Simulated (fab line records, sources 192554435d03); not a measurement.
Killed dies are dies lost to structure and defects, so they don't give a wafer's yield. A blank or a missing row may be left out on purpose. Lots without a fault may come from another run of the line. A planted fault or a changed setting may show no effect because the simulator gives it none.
Split-lot experiment | flow n5_finfet | 7 lots, 21 wafers read, on a route of 1938 steps

THE SPLIT
At N5_BEOL_M10_COAT_60 (time 60 s, resist thk 30 nm), the setting spin_rpm was moved away from the recipe's 1500 rpm on 7 of the 21 wafers read, by -10.4% to +11.0%. The other wafers ran this setting at the recipe's value.

FROM THE SPLIT TO THE READING: what the file shows between them, 5 steps
- N5_BEOL_M10_EXPOSE_08: exposes mask M10 (also split here: dose_mj)
- N5_BEOL_M10_PEB_09: peb time 60 s
- N5_BEOL_M10_DEVELOP_10: develop time 30 s
- N5_BEOL_M10_CD_MEAS_11: target cd 64.1 nm
- N5_BEOL_M10_DESCUM_16: chemistry O2, time 7.9 s

THE READING
CAR-ArF_of_BEOL_M10_COAT_05.thk_nm (the simulator's own value, which no gauge read), in nm, at N5_BEOL_M10_ETCH_61 (etches SiARC in CF4, target depth 39 nm, time 65 s). The file gives no usual value for it. The 14 wafers here that ran the recipe average 55.5 nm, standard deviation 0.34 nm.

wafer  | tool, chamber at the split | spin_rpm as run, rpm | against the recipe | CAR-ArF_of_BEOL_M10_COAT_05.thk_nm, nm | against lot-mates on the recipe
L074.3 | litho_track-03, 0          | 1500                 | recipe             | 55.2                                   | -
L074.4 | litho_track-03, 0          | 1371                 | -8.6%              | 53.8                                   | -1.4
L074.6 | litho_track-03, 0          | 1371                 | -8.6%              | 53.8                                   | -1.4
L076.4 | litho_track-01, 0          | 1500                 | recipe             | 55.6                                   | -
L076.5 | litho_track-01, 0          | 1500                 | recipe             | 55.6                                   | -
L076.6 | litho_track-01, 0          | 1500                 | recipe             | 55.4                                   | -
L079.3 | litho_track-01, 0          | 1500                 | recipe             | 55.8                                   | -
L079.5 | litho_track-01, 0          | 1500                 | recipe             | 55.8                                   | -
L079.6 | litho_track-01, 0          | 1500                 | recipe             | 56                                     | -
L085.1 | litho_track-03, 0          | 1500                 | recipe             | 55.4                                   | -
L085.2 | litho_track-03, 0          | 1500                 | recipe             | 55.6                                   | -
L085.6 | litho_track-03, 0          | 1500                 | recipe             | 56.2                                   | -
L093.4 | litho_track-01, 0          | 1344                 | -10.4%             | 53.8                                   | -1.3
L093.5 | litho_track-01, 0          | 1500                 | recipe             | 55.2                                   | -
L093.6 | litho_track-01, 0          | 1500                 | recipe             | 55                                     | -
L095.1 | litho_track-02, 0          | 1665                 | +11.0%             | 56.2                                   | +1.2
L095.2 | litho_track-02, 0          | 1665                 | +11.0%             | 56.4                                   | +1.4
L095.3 | litho_track-02, 0          | 1500                 | recipe             | 55                                     | -
L096.4 | litho_track-03, 0          | 1442                 | -3.9%              | 54.8                                   | -0.8
L096.5 | litho_track-03, 0          | 1442                 | -3.9%              | 54.6                                   | -1.0
L096.6 | litho_track-03, 0          | 1500                 | recipe             | 55.6                                   | -

THE FIT
A straight line over all 21 wafers: CAR-ArF_of_BEOL_M10_COAT_05.thk_nm changes by +0.13 nm for each +1% of spin_rpm; r = +0.86; the points scatter about the line by 0.4 nm.
The same after taking each lot's own level away (the mean of its wafers on the recipe; 21 wafers): +0.137 nm for each +1%; r = +0.96; scatter 0.21 nm.
On that fit, the largest move of spin_rpm shifts the reading by 1.5 nm.
The lots' own levels span 55.00 to 55.87 nm, that is 2.5 times the standard deviation above.
So the lot-to-lot level changes the slope little: the two slopes agree.
Check: with one of the wafers moved furthest among these (+11.0%) left out of the fit, the line predicts +1.54 nm for it against its lot-mates. It came out at +1.2 nm against them.

OTHER SPLITS ON THESE WAFERS
These wafers also went through other splits before the reading. Each is held against what the fit with the lots' levels taken away leaves over:
other split on the same wafers | wafers away from the commonest value | r with CAR-ArF_of_BEOL_M10_COAT_05.thk_nm (lot level and that fit taken away)
N5_BEOL_M10_EXPOSE_08 dose_mj  | 6                                    | +0.27

THE WHOLE CHAIN: every reading that the file lists as answering this split, in the file's order
step                | what it does                                       | reading                                                                             | change (the file's fit)               | r (the file's)
N5_BEOL_M10_COAT_60 | time 60 s, resist thk 30 nm                        | SiARC_of_BEOL_M10_COAT_60.thk_nm (the simulator's own value, which no gauge read)   | -0.155 nm for each +1% of the setting | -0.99
N5_BEOL_M10_ETCH_61 | etches SiARC in CF4, target depth 39 nm, time 65 s | etch.depth_nm (the simulator's own value, which no gauge read)                      | -0.151 nm for each +1% of the setting | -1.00
N5_BEOL_M10_ETCH_61 | etches SiARC in CF4, target depth 39 nm, time 65 s | CAR-ArF_of_BEOL_M10_COAT_05.thk_nm (the simulator's own value, which no gauge read) | +0.136 nm for each +1% of the setting | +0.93

THE FILE'S OWN FIT
CAR-ArF_of_BEOL_M10_COAT_05.thk_nm changes by +0.136 nm for each +1% of spin_rpm, r = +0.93.
